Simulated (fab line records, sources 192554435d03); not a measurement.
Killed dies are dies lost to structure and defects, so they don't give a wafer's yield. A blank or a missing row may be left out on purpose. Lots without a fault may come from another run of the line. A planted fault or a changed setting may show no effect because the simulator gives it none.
Chamber matching | flow n5_finfet | N5_DUMMY_GATE_ETCH_29 on rie_diel-03: 4 sister chambers
The step etches underlayer in N2/H2, target depth 13 nm. 4 wafers are shown with their chamber, then 9 later ones without.

WAFERS WITH THEIR CHAMBER
wafer  | chamber | showerhead_plenum_p_Torr (Torr)
L076.1 | 2       | 2.69
L082.5 | 3       | 2.49
L084.2 | 1       | 2.59
L084.6 | 0       | 2.42

WAFERS WITHOUT THEIR CHAMBER
wafer  | showerhead_plenum_p_Torr (Torr)
L085.1 | 2.42
L085.5 | 2.59
L085.6 | 2.42
L090.3 | 2.49
L090.5 | 2.49
L090.6 | 2.41
L095.3 | 2.58
L095.4 | 2.68
L095.5 | 2.41

WHICH CHAMBER EACH WENT THROUGH
wafer  | from the rows above | in truth
L085.1 | 0                   | 0
L085.5 | 1                   | 1
L085.6 | 0                   | 0
L090.3 | 3                   | 3
L090.5 | 3                   | 3
L090.6 | 0                   | 0
L095.3 | 1                   | 1
L095.4 | 2                   | 2
L095.5 | 0                   | 0
Placed correctly: 9 of 9. Can't be placed from these rows: 0. Placed wrongly: 0.
How it was worked out, from the rows above alone: a wafer's distance from a chamber is the root of the sum, over the readings, of the square of ((its reading less the chamber's mean) divided by the reading's scatter). The wafer belongs to the nearest chamber; if the next one is less than 2 further off, it can't be placed. A chamber's mean is the mean of its shown wafers. The scatter: with one shown wafer a chamber, the root of the mean of the squares of how far each hidden wafer lies from its nearest shown one.
